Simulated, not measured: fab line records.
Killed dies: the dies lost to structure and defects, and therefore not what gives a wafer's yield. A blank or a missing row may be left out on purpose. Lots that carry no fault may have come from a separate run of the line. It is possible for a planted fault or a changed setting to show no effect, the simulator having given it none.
fab line records | flow n5-finfet
record lots=7 | wafers=21
route steps=1938 shown SD_EPI_P@296 SD_ACTIVATION@330 HKMG_FIN@386 MOL_CONTACT_COAG@588 BEOL_M0_SAQP@636
start-h: start of the lot's first displayed wafer, in hours after the record's first day | wait-h: hours elapsed since this lot's preceding step | " unchanged from the row above | L1.1+2: one row covering several wafers at once | - no value, or no start given | * or withheld: withheld | < > ~ a bound
route shown NAME@n: names a module that has steps shown in the file, with the first one's number in the route | usual: the fault-free wafers' mean and standard deviation | same: alike in all rows | chamber/n: place in a boat | sites: per-site readings | _std_site: standard deviation across them | _edge_site: the outer-site mean with the inner-site mean subtracted | radius-mm: how far each site lies from the wafer's centre | mask NAME#n: copy n | behind: the last tool/chamber to shape the wafer | hold: what put the lot on hold/how long, in hours/how the hold closed | device: transistor that didn't switch, given as n, p or np | end of line: the route-end tests of the same wafers | step lacking rows: just its recipe | killed: count of dies lost to structure and defects at first sort (not the wafer's yield) | map: a wafer's dies, marking killed ones x, the rest . and places with no die _
set.NAME: the setting the step ran with; set.NAME@STEP: the setting that earlier step ran with | model.NAME: the simulator's own value behind a step, which no gauge read
lots whose settings were changed on purpose; a table a step, a row a wafer
## steps
# step N5_SD_EPI_P_COAT_35
# recipe resist=SiARC | temp-c=220 | time-s=60 | spin-rpm=1500 | resist-thk-nm=35
lot.wafer  | tool           | chamber | start-h | wait-h | set.spin-rpm | model.SiARC_of_SD_EPI_P_COAT_35.thk-nm
L075.1     | litho-track-05 | 0       | -       | -      | 1500         | 35
L075.3+6   | "              | 0       | "       | "      | 1500         | 35.2
L080.2+6   | litho-track-05 | 0       | -       | -      | 1369         | 36.6
L080.4     | "              | 0       | "       | "      | 1500         | 35
L082.2+4   | litho-track-01 | 0       | -       | -      | 1550         | 34.4
L082.6     | "              | 0       | "       | "      | 1500         | 35
L091.3+5   | litho-track-05 | 0       | -       | -      | 1500         | 35
L091.4     | "              | 0       | "       | "      | 1602         | 33.8
L094.2     | litho-track-01 | 0       | -       | -      | 1363         | 36.8
L094.3+4   | "              | 0       | "       | "      | 1500         | 35.2
L096.1+2+3 | litho-track-01 | 0       | -       | -      | 1500         | 35
L097.1+3   | litho-track-05 | 0       | -       | -      | 1500         | 35
L097.6     | "              | 0       | "       | "      | 1585         | 34
# step N5_SD_EPI_P_COAT_03
# recipe resist=CAR-ArF-block | spin-rpm=1500 | resist-thk-nm=150
# step N5_SD_EPI_P_EBR_05
# recipe solvent=PGMEA | ebr-width-mm=1.5
# step N5_SD_EPI_P_DESCUM_14
# recipe chemistry=O2 | time-s=7.9 | source-power-w=50 | bias-power-w=20 | pressure-mtorr=20 | rf-frequency-hz=2.712e+07 | temp-c=40 | resist=CAR-ArF-block | o2-flow-sccm=225
# step N5_SD_EPI_P_ETCH_36
# recipe chemistry=CF4 | target=SiARC | target-depth-a=455 | mask-material=CAR-ArF-block | time-s=75.8 | ion-energy-ev=80 | pressure-mtorr=40 | source-w=545 | bias-w=36 | Ar_flow_sccm=100 | cf4-flow-sccm=100 | ends=cleared
# usual etch-rf-on-time-s=76.5/1.6
lot.wafer | tool        | chamber | start-h | wait-h | set.spin-rpm@SD_EPI_P_COAT_35 | etch-rf-on-time-s | model.etch.depth-nm | model.CAR-ArF-block_of_SD_EPI_P_COAT_03.thk-nm
L075.1    | rie-diel-06 | 2       | 60.23   | 0.0    | 1500                          | 76.2              | 35.07               | 111.4
L075.3    | "           | 2       | "       | "      | 1500                          | 76.3              | 35.14               | 111.2
L075.6    | "           | 3       | "       | "      | 1500                          | 74.6              | 35.19               | 111
L080.2    | rie-diel-06 | 2       | 91.77   | 0.0    | 1369                          | 79.7              | 36.62               | 109.6
L080.4    | "           | 3       | "       | "      | 1500                          | 74.8              | 34.95               | 111
L080.6    | "           | 2       | "       | "      | 1369                          | 79.2              | 36.59               | 109.2
L082.2    | rie-diel-02 | 1       | 104.04  | 0.0    | 1550                          | 74.7              | 34.47               | 111.4
L082.4    | "           | 3       | "       | "      | 1550                          | 72.3              | 34.43               | 112.2
L082.6    | "           | 3       | "       | "      | 1500                          | 74.2              | 35.03               | 111.2
L091.3    | rie-diel-06 | 2       | 156.13  | 0.0    | 1500                          | 77.5              | 34.94               | 111.2
L091.4    | "           | 3       | "       | "      | 1602                          | 72.1              | 33.74               | 112.4
L091.5    | "           | 0       | "       | "      | 1500                          | 75.8              | 34.93               | 111.6
L094.2    | rie-diel-06 | 2       | 176.95  | 0.0    | 1363                          | 79.1              | 36.73               | 109
L094.3    | "           | 1       | "       | "      | 1500                          | 75.6              | 35.13               | 110.6
L094.4    | "           | 0       | "       | "      | 1500                          | 76.2              | 35.18               | 110.6
L096.1    | rie-diel-02 | 1       | 189.02  | 0.0    | 1500                          | 76.5              | 34.99               | 110.8
L096.2    | "           | 3       | "       | "      | 1500                          | 74.3              | 34.96               | 111
L096.3    | "           | 2       | "       | "      | 1500                          | 75.7              | 35.01               | 110.8
L097.1    | rie-diel-04 | 0       | 196.77  | 0.0    | 1500                          | 79.0              | 35.04               | 111.2
L097.3    | "           | 1       | "       | "      | 1500                          | 79.8              | 35.1                | 110.8
L097.6    | "           | 3       | "       | "      | 1585                          | 76.9              | 34.04               | 111.8
# step N5_SD_EPI_P_ETCH_37
# recipe chemistry=N2/H2 | target=SOC | overetch-a=1080 | mask-material=SiARC | temp-c=40 | ion-energy-ev=100 | source-w=3000 | bias-w=133 | pressure-mtorr=20 | time-s=486 | n2-flow-sccm=200 | h2-flow-sccm=200 | ends=end-point
lot.wafer | tool        | chamber | start-h | wait-h | set.spin-rpm@SD_EPI_P_COAT_35 | model.SiARC_of_SD_EPI_P_COAT_35.thk-nm
L075.1+3  | rie-diel-06 | 2       | 60.31   | 0.1    | 1500                          | 20
L075.6    | "           | 3       | "       | "      | 1500                          | 19.8
L080.2+6  | rie-diel-06 | 2       | 91.82   | 0.0    | 1369                          | 21.4
L080.4    | "           | 3       | "       | "      | 1500                          | 19.6
L082.2    | rie-diel-02 | 1       | 104.09  | 0.0    | 1550                          | 19.4
L082.4    | "           | 3       | "       | "      | 1550                          | 19
L082.6    | "           | 3       | "       | "      | 1500                          | 19.6
L091.3    | rie-diel-06 | 2       | 156.19  | 0.0    | 1500                          | 19.8
L091.4    | "           | 3       | "       | "      | 1602                          | 18.4
L091.5    | "           | 0       | "       | "      | 1500                          | 19.6
L094.2    | rie-diel-06 | 2       | 177.01  | 0.0    | 1363                          | 21.6
L094.3+4  | "           | 1,0     | "       | "      | 1500                          | 20
L096.1+3  | rie-diel-02 | 1,2     | 189.08  | 0.0    | 1500                          | 19.8
L096.2    | "           | 3       | "       | "      | 1500                          | 19.6
L097.1+3  | rie-diel-04 | 0,1     | 196.82  | 0.0    | 1500                          | 20.4
L097.6    | "           | 3       | "       | "      | 1585                          | 19.2
# step N5_SD_EPI_P_STRIP_38
# recipe chemistry=N2/H2 | temp-c=40 | n2-flow-sccm=200 | h2-flow-sccm=200 | rf-frequency-hz=6e+07
# step N5_SD_EPI_P_ETCHBACK_46
# recipe chemistry=CH3F/O2 | mode=anisotropic-etchback | target=SiNx | target-depth-a=175 | stop-on=SiO2 | over-etch-frac=0.3 | ion-energy-ev=120 | pressure-mtorr=30 | source-w=395 | bias-w=73 | Ar_flow_sccm=150 | CH3F_flow_sccm=30 | O2_flow_sccm=20
# step N5_SD_ACTIVATION_RTA_00
# recipe temp-c=975 | time-s=0 | ambient=N2 | idle-temp-c=600 | ramp-up-c-per-s=150 | ramp-down-c-per-s=60 | cool-to-c=600
# step N5_SD_ACTIVATION_LSA_01
# recipe temp-c=1080 | time-s=0.0008 | ambient=N2
# step N5_SD_ACTIVATION_RS_MEAS_03
# recipe thk-meas-gauge=four-point-probe
# usual RS_SD_N=21.94/0.28 | RS_SD_P=56.0/1
lot.wafer | tool          | chamber | start-h | wait-h | set.temp-c@SD_EPI_N_EPI_21 | RS_SD_N[ohm/sq] | RS_SD_P[ohm/sq]
L075.1    | film-metro-02 | -       | 64.65   | 0.2    | 680                        | 22.17           | 55.9
L075.3    | "             | -       | "       | "      | 680                        | 22.89           | 56.9
L075.6    | "             | -       | "       | "      | 682.8                      | 21.90           | 56.1
L080.2    | film-metro-01 | -       | 95.94   | 0.2    | 680                        | 21.95           | 55.4
L080.4    | "             | -       | "       | "      | 676.4                      | 23.04           | 56.0
L080.6    | "             | -       | "       | "      | 676.4                      | 23.30           | 56.5
L082.2    | film-metro-01 | -       | 108.18  | 0.2    | 680                        | 22.00           | 56.1
L082.4    | "             | -       | "       | "      | 680                        | 21.57           | 55.9
L082.6    | "             | -       | "       | "      | 680                        | 22.09           | 56.0
L091.3    | film-metro-01 | -       | 160.53  | 0.2    | 684.3                      | 20.31           | 56.3
L091.4    | "             | -       | "       | "      | 684.3                      | 20.35           | 56.1
L091.5    | "             | -       | "       | "      | 684.3                      | 20.26           | 55.9
L094.2    | film-metro-02 | -       | 182.05  | 0.2    | 680                        | 22.21           | 54.8
L094.3    | "             | -       | "       | "      | 683.9                      | 20.88           | 55.6
L094.4    | "             | -       | "       | "      | 680                        | 22.02           | 54.9
L096.1    | film-metro-01 | -       | 193.15  | 0.2    | 680                        | 21.69           | 54.2
L096.2    | "             | -       | "       | "      | 680                        | 21.85           | 54.4
L096.3    | "             | -       | "       | "      | 680                        | 21.93           | 53.3
L097.1    | film-metro-02 | -       | 201.09  | 0.2    | 680                        | 21.67           | 56.2
L097.3    | "             | -       | "       | "      | 680                        | 21.91           | 55.4
L097.6    | "             | -       | "       | "      | 680                        | 21.80           | 55.1
# step N5_HKMG_FIN_HK_ALD_01
# recipe material=HfO2 | target-thk-a=16 | temp-c=withheld | ald-precursor-family=HfCl4 | ald-co-reactant=H2O | pulse-time-s=3 | purge-time-s=3 | co-reactant-purge-time-s=2.5 | co-reactant-pulse-time-s=0.3 | ald-cycles=30
lot.wafer  | tool      | chamber | start-h | wait-h | set.ald-cycles
L075.1+3+6 | ald-hk-01 | 3,0,1   | 77.02   | 0.1    | 30
L080.2+6   | ald-hk-02 | 3,1     | 109.14  | 0.0    | 30
L080.4     | "         | 0       | "       | "      | 34
L082.2+4+6 | ald-hk-03 | 1,3,1   | 120.75  | 0.0    | 30
L091.3+4   | ald-hk-01 | 2,0     | 172.72  | 0.0    | 35
L091.5     | "         | 0       | "       | "      | 30
L094.2+3+4 | ald-hk-03 | 2,0,1   | 195.99  | 0.0    | 30
L096.1+2+3 | ald-hk-02 | 2,3,1   | 206.29  | 0.0    | 30
L097.1+6   | ald-hk-02 | 1,0     | 213.06  | 0.0    | 33
L097.3     | "         | 0       | "       | "      | 30
# step N5_HKMG_FIN_DESCUM_53
# recipe chemistry=O2 | time-s=7.9 | source-power-w=50 | bias-power-w=20 | pressure-mtorr=20 | rf-frequency-hz=2.712e+07 | temp-c=40 | resist=CAR-ArF | o2-flow-sccm=225
lot.wafer  | tool        | chamber | start-h | wait-h | set.time-s | model.CAR-ArF_of_HKMG_FIN_COAT_43.thk-nm
L075.1     | rie-diel-03 | 2       | 78.25   | 0.0    | 7.9        | 83.2
L075.3     | "           | 0       | "       | "      | 7.9        | 83.8
L075.6     | "           | 0       | "       | "      | 6.889      | 84.4
L080.2     | rie-diel-01 | 0       | 110.21  | 0.1    | 8.555      | 82.6
L080.4     | "           | 3       | "       | "      | 7.9        | 83.4
L080.6     | "           | 0       | "       | "      | 7.9        | 83.2
L082.2     | rie-diel-03 | 3       | 121.78  | 0.0    | 7.232      | 84.2
L082.4     | "           | 1       | "       | "      | 7.232      | 84
L082.6     | "           | 3       | "       | "      | 7.232      | 83.6
L091.3     | rie-diel-01 | 3       | 173.93  | 0.0    | 7.9        | 83.4
L091.4     | "           | 3       | "       | "      | 9.593      | 81.8
L091.5     | "           | 1       | "       | "      | 7.9        | 83
L094.2+3+4 | rie-diel-01 | 0,3,2   | 197.02  | 0.0    | 7.9        | 83.2
L096.1+2+3 | rie-diel-05 | 3,1,0   | 207.28  | 0.1    | 7.9        | 83.6
L097.1+6   | rie-diel-01 | 1,3     | 213.97  | 0.0    | 7.004      | 83.4
L097.3     | "           | 2       | "       | "      | 7.9        | 83.2
# step N5_HKMG_FIN_ETCH_58
# recipe chemistry=N2/H2 | target=SOC | target-depth-a=2158 | ion-energy-ev=50 | bias-w=13 | time-s=741 | pressure-mtorr=30 | source-w=875 | n2-flow-sccm=200 | h2-flow-sccm=200
# usual rf-vpp-V=99.6/0.95
lot.wafer | tool        | chamber | start-h | wait-h | set.source-w | rf-vpp-V | model.etch.depth-nm | model.SOC_of_HKMG_FIN_COAT_41.thk-nm | model.HKMG_FIN.feature-depth-nm
L075.1    | rie-diel-03 | 2       | 78.55   | 0.0    | 875          | 98.1     | 217                 | 84.4                                 | 217
L075.3    | "           | 0       | "       | "      | 824.6        | 102.3    | 202.4               | 98.4                                 | 202.4
L075.6    | "           | 0       | "       | "      | 824.6        | 101.5    | 203.5               | 97.6                                 | 203.6
L080.2    | rie-diel-01 | 0       | 110.51  | 0.0    | 834          | 100.6    | 206.1               | 93.6                                 | 206.2
L080.4    | "           | 3       | "       | "      | 834          | 102.8    | 206.2               | 94                                   | 206.2
L080.6    | "           | 0       | "       | "      | 875          | 100.9    | 215.3               | 85                                   | 215.2
L082.2    | rie-diel-03 | 3       | 122.08  | 0.0    | 875          | 100.7    | 209                 | 92                                   | 209
L082.4    | "           | 1       | "       | "      | 806.1        | 103.1    | 199.9               | 101.4                                | 200
L082.6    | "           | 3       | "       | "      | 875          | 99.7     | 207.9               | 92.4                                 | 207.8
L091.3    | rie-diel-01 | 3       | 174.23  | 0.0    | 875          | 99.5     | 216.6               | 82.2                                 | 216.6
L091.4    | "           | 3       | "       | "      | 943.6        | 96.7     | 229.8               | 67.8                                 | 229.8
L091.5    | "           | 1       | "       | "      | 943.6        | 96.6     | 230.1               | 69.8                                 | 230.2
L094.2    | rie-diel-01 | 0       | 197.32  | 0.0    | 875          | 100.5    | 216.2               | 83.6                                 | 216.2
L094.3    | "           | 3       | "       | "      | 808.7        | 101.2    | 203.9               | 95.8                                 | 204
L094.4    | "           | 2       | "       | "      | 808.7        | 102.1    | 199.3               | 100.2                                | 199.4
L096.1    | rie-diel-05 | 3       | 207.59  | 0.0    | 875          | 98.9     | 208.2               | 90.8                                 | 208.2
L096.2    | "           | 1       | "       | "      | 875          | 99.1     | 218.2               | 80.4                                 | 218.2
L096.3    | "           | 0       | "       | "      | 875          | 101.0    | 211.4               | 87                                   | 211.4
L097.1    | rie-diel-01 | 1       | 214.27  | 0.0    | 978.1        | 95.9     | 236.8               | 60.8                                 | 236.8
L097.3    | "           | 2       | "       | "      | 978.1        | 96.4     | 234.4               | 64                                   | 234.4
L097.6    | "           | 3       | "       | "      | 875          | 100.6    | 215.7               | 82.6                                 | 215.6
# step N5_HKMG_FIN_STRIP_93
# recipe chemistry=N2/H2 | material=SOC | time-s=20 | power-w=500 | temp-c=40 | pressure-mtorr=50 | rf-frequency-hz=6e+07 | bias-power-w=8 | h2-frac=0.5 | n2-flow-sccm=300 | h2-flow-sccm=300
# step N5_HKMG_FIN_WET_ETCH_76
# recipe chemistry=dNH4OH | mix=1:50 | temp-c=25 | target=Al2O3 | stop-on=La2O3 | target-depth-nm=2.25 | dry=ipa-marangoni | rinse-time-s=30 | rinse-temp-c=23
# step N5_HKMG_FIN_WET_ETCH_82
# recipe chemistry=dHCl | mix=1:10000 | temp-c=25 | target=La2O3 | stop-on=HfO2 | target-depth-nm=2 | dry=ipa-marangoni | rinse-time-s=30 | rinse-temp-c=23
# step N5_HKMG_FIN_ALD_36
# recipe material=TiN | target-thk-a=10 | temp-c=400 | ald-precursor-family=TiCl4 | ald-co-reactant=NH3 | pulse-time-s=1 | purge-time-s=3 | co-reactant-purge-time-s=2 | co-reactant-pulse-time-s=2 | ald-cycles=47 | pressure-torr=3
# step N5_HKMG_FIN_THK_MEAS_70
# recipe thk-meas-gauge=xrf | reads=HfO2_of_HKMG_FIN_HK_ALD_01
# usual HK_THK=1.610/0.019
lot.wafer | tool          | chamber | start-h | wait-h | set.ald-cycles@HKMG_FIN_HK_ALD_01 | HK_THK[nm]
L075.1    | film-metro-01 | -       | 80.67   | 0.2    | 30                                | 1.612
L075.3    | "             | -       | "       | "      | 30                                | 1.608
L075.6    | "             | -       | "       | "      | 30                                | 1.600
L080.2    | film-metro-02 | -       | 112.72  | 0.2    | 30                                | 1.572
L080.4    | "             | -       | "       | "      | 34                                | 1.809
L080.6    | "             | -       | "       | "      | 30                                | 1.635
L082.2    | film-metro-01 | -       | 124.42  | 0.2    | 30                                | 1.608
L082.4    | "             | -       | "       | "      | 30                                | 1.616
L082.6    | "             | -       | "       | "      | 30                                | 1.606
L091.3    | film-metro-02 | -       | 176.48  | 0.2    | 35                                | 1.868
L091.4    | "             | -       | "       | "      | 35                                | 1.848
L091.5    | "             | -       | "       | "      | 30                                | 1.617
L094.2    | film-metro-02 | -       | 199.78  | 0.2    | 30                                | 1.612
L094.3    | "             | -       | "       | "      | 30                                | 1.652
L094.4    | "             | -       | "       | "      | 30                                | 1.633
L096.1    | film-metro-02 | -       | 209.99  | 0.2    | 30                                | 1.639
L096.2    | "             | -       | "       | "      | 30                                | 1.669
L096.3    | "             | -       | "       | "      | 30                                | 1.623
L097.1    | film-metro-02 | -       | 216.44  | 0.2    | 33                                | 1.756
L097.3    | "             | -       | "       | "      | 30                                | 1.573
L097.6    | "             | -       | "       | "      | 33                                | 1.734
# step N5_MOL_CONTACT_COAG_ETCH_47
# recipe chemistry=CH3F/O2 | target=SiNx | target-depth-a=270 | mask-material=SiO2 | stop-on=W | over-etch-frac=0.2 | ion-energy-ev=120 | endpoint=OES-CN | pressure-mtorr=30 | source-w=395 | bias-w=73 | Ar_flow_sccm=150 | CH3F_flow_sccm=30 | O2_flow_sccm=20 | ends=end-point
# usual etch-rf-on-time-s=31.4/0.5 | rf-vpp-V=298/4.4
lot.wafer | tool        | chamber | start-h | wait-h | set.source-w | etch-rf-on-time-s | rf-vpp-V | model.etch.t-clear-s | model.etch.over-etch-s
L075.1    | rie-diel-03 | 3       | 110.29  | 0.0    | 364.7        | 32.4              | 307      | 27.01                | 5.402
L075.3    | "           | 1       | "       | "      | 395          | 31.4              | 297      | 26.12                | 5.225
L075.6    | "           | 3       | "       | "      | 364.7        | 33.0              | 309      | 27.54                | 5.509
L080.2    | rie-diel-05 | 1       | 137.74  | 0.0    | 395          | 31.2              | 289      | 25.97                | 5.193
L080.4    | "           | 0       | "       | "      | 339.9        | 33.3              | 320      | 27.74                | 5.549
L080.6    | "           | 2       | "       | "      | 339.9        | 34.1              | 320      | 28.37                | 5.675
L082.2    | rie-diel-01 | 2       | 149.60  | 0.0    | 395          | 32.0              | 296      | 26.64                | 5.327
L082.4    | "           | 3       | "       | "      | 395          | 30.6              | 300      | 25.5                 | 5.099
L082.6    | "           | 0       | "       | "      | 325.5        | 33.5              | 325      | 27.94                | 5.588
L091.3    | rie-diel-03 | 3       | 201.39  | 0.0    | 395          | 32.5              | 296      | 27.1                 | 5.419
L091.4    | "           | 1       | "       | "      | 458.4        | 29.9              | 275      | 24.91                | 4.982
L091.5    | "           | 1       | "       | "      | 458.4        | 29.8              | 275      | 24.83                | 4.966
L094.2    | rie-diel-05 | 0       | 222.83  | 0.0    | 395          | 31.5              | 298      | 26.25                | 5.25
L094.3    | "           | 2       | "       | "      | 395          | 30.6              | 298      | 25.48                | 5.096
L094.4    | "           | 2       | "       | "      | 395          | 30.8              | 298      | 25.66                | 5.133
L096.1    | rie-diel-05 | 1       | 235.64  | 0.0    | 395          | 31.4              | 289      | 26.14                | 5.229
L096.2    | "           | 2       | "       | "      | 395          | 31.3              | 298      | 26.06                | 5.213
L096.3    | "           | 0       | "       | "      | 395          | 32.3              | 299      | 26.91                | 5.381
L097.1    | rie-diel-03 | 2       | 239.05  | 0.0    | 395          | 31.4              | 301      | 26.15                | 5.229
L097.3    | "           | 1       | "       | "      | 395          | 31.8              | 297      | 26.49                | 5.298
L097.6    | "           | 1       | "       | "      | 395          | 31.7              | 297      | 26.42                | 5.285
# step N5_BEOL_M0_SAQP_PECVD_96
# recipe material=a-Si | target-thk-a=450 | temp-c=350 | precursor=SiH4/He | pressure-torr=3 | rf-w=100 | time-s=45.2
lot.wafer | tool     | chamber | start-h | wait-h | set.time-s | model.a-Si_of_BEOL_M0_SAQP_PECVD_96.thk-nm
L075.1    | pecvd-02 | 1       | 117.33  | 0.0    | 42.92      | 42.4
L075.3    | "        | 1       | "       | "      | 45.2       | 45.4
L075.6    | "        | 0       | "       | "      | 45.2       | 44.8
L080.2    | pecvd-01 | 1       | 144.98  | 0.0    | 45.2       | 44.8
L080.4    | "        | 1       | "       | "      | 48.06      | 48
L080.6    | "        | 2       | "       | "      | 45.2       | 45.6
L082.2    | pecvd-01 | 0       | 157.94  | 0.0    | 45.2       | 44.2
L082.4+6  | "        | 2,1     | "       | "      | 40.55      | 41.2
L091.3    | pecvd-02 | 0       | 210.34  | 0.0    | 45.2       | 44.2
L091.4    | "        | 2       | "       | "      | 45.2       | 45
L091.5    | "        | 0       | "       | "      | 50.41      | 50.4
L094.2    | pecvd-02 | 0       | 248.19  | 0.0    | 45.2       | 43.6
L094.3    | "        | 2       | "       | "      | 42.32      | 41
L094.4    | "        | 1       | "       | "      | 45.2       | 44.4
L097.1    | pecvd-01 | 0       | 249.03  | 0.0    | 45.2       | 43.6
L097.3    | "        | 1       | "       | "      | 45.2       | 44
L097.6    | "        | 2       | "       | "      | 45.2       | 45.2
L096.1+2  | pecvd-02 | 0,2     | 249.19  | 0.0    | 45.2       | 45.4
L096.3    | "        | 1       | "       | "      | 45.2       | 44.2
## key
split step=N5_SD_EPI_P_COAT_35 | setting=spin-rpm | stated=1500 | by=wafer
response step=N5_SD_EPI_P_COAT_35 | reading=model.SiARC_of_SD_EPI_P_COAT_35.thk-nm | change=-0.178 | per=1% | r=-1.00
response step=N5_SD_EPI_P_ETCH_36 | reading=etch-rf-on-time-s | change=* | per=1% | r=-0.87
response step=N5_SD_EPI_P_ETCH_36 | reading=model.etch.depth-nm | change=-0.179 | per=1% | r=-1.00
response step=N5_SD_EPI_P_ETCH_36 | reading=model.CAR-ArF-block_of_SD_EPI_P_COAT_03.thk-nm | change=+0.168 | per=1% | r=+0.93
response step=N5_SD_EPI_P_ETCH_37 | reading=model.SiARC_of_SD_EPI_P_COAT_35.thk-nm | change=-0.19 | per=1% | r=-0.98
split step=N5_HKMG_FIN_HK_ALD_01 | setting=ald-cycles | stated=30 | by=wafer
response step=N5_HKMG_FIN_THK_MEAS_70 | reading=HK_THK | change=+0.0153 | per=1% | r=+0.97
split step=N5_HKMG_FIN_DESCUM_53 | setting=time-s | stated=7.9 | by=wafer
response step=N5_HKMG_FIN_DESCUM_53 | reading=model.CAR-ArF_of_HKMG_FIN_COAT_43.thk-nm | change=-0.0604 | per=1% | r=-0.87
split step=N5_HKMG_FIN_ETCH_58 | setting=source-w | stated=875 | by=wafer
response step=N5_HKMG_FIN_ETCH_58 | reading=rf-vpp-V | change=-0.353 | per=1% | r=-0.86
response step=N5_HKMG_FIN_ETCH_58 | reading=model.etch.depth-nm | change=+1.71 | per=1% | r=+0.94
response step=N5_HKMG_FIN_ETCH_58 | reading=model.SOC_of_HKMG_FIN_COAT_41.thk-nm | change=-1.72 | per=1% | r=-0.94
response step=N5_HKMG_FIN_ETCH_58 | reading=model.HKMG_FIN.feature-depth-nm | change=+1.71 | per=1% | r=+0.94
split step=N5_MOL_CONTACT_COAG_ETCH_47 | setting=source-w | stated=395 | by=wafer
response step=N5_MOL_CONTACT_COAG_ETCH_47 | reading=etch-rf-on-time-s | change=* | per=1% | r=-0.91
response step=N5_MOL_CONTACT_COAG_ETCH_47 | reading=rf-vpp-V | change=-1.63 | per=1% | r=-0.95
response step=N5_MOL_CONTACT_COAG_ETCH_47 | reading=model.etch.t-clear-s | change=-0.13 | per=1% | r=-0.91
response step=N5_MOL_CONTACT_COAG_ETCH_47 | reading=model.etch.over-etch-s | change=-0.026 | per=1% | r=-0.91
split step=N5_BEOL_M0_SAQP_PECVD_96 | setting=time-s | stated=45.2 | by=wafer
response step=N5_BEOL_M0_SAQP_PECVD_96 | reading=model.a-Si_of_BEOL_M0_SAQP_PECVD_96.thk-nm | change=+0.43 | per=1% | r=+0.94
split outside-this-file step=N5_SD_EPI_N_EPI_21 setting=temp-c
# split outside-this-file: this setting was split too, and the file shows its column; the key of that split is in another file
